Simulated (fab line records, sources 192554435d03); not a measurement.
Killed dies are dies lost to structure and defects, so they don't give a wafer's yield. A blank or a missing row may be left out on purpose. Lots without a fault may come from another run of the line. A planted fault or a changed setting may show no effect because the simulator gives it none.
Which tool did it? | flow n5_finfet | 12 lots, 36 wafers sampled, at 1 step of a route of 1938

WHAT THE GAUGES READ, wafer by wafer
N5_BEOL_M12_THK_MEAS_50: measures by xrf.
lot  | measured     | on            | M12_THK (nm)
L075 | day 11 12:57 | film_metro-02 | 320 320 325
L076 | day 11 18:31 | film_metro-01 | 309 305 308
L080 | day 12 06:58 | film_metro-01 | 312 309 311
L081 | day 12 16:04 | film_metro-01 | 315 321 311
L083 | day 13 05:59 | film_metro-01 | 315 313 315
L086 | day 13 13:55 | film_metro-01 | 320 312 320
L087 | day 14 13:02 | film_metro-01 | 315 310 311
L088 | day 15 00:32 | film_metro-02 | 315 308 314
L089 | day 15 11:53 | film_metro-01 | 315 313 320
L093 | day 15 19:16 | film_metro-02 | 319 316 317
L095 | day 16 13:10 | film_metro-01 | 312 313 314
L097 | day 17 05:17 | film_metro-01 | 324 313 311

WHICH TOOL RAN EACH LOT (tool, then ch and the chambers of the sampled wafers, then the start)
The record holds no process step before these readings.

THE ANSWER, worked out from the rows above alone
Rule: what is usual is taken from the lots themselves. Put in order of their means at a reading, lots are off if they are a third of the lots or fewer, leave a main group of 4 or more, and stand apart from it by a gap of 3 or more times the standard deviation of the main group's means; of several such gaps the widest counts. A main group whose means are all the same, to the digits that the tables above print for the reading, isn't used. A lot without any number at a reading at which 4 lots or more have one is off too. The other lots that the step has rows for count as sound.
No lot is off at any reading shown: from this, nothing can be told.

WHAT THE SIMULATOR HAD PUT IN
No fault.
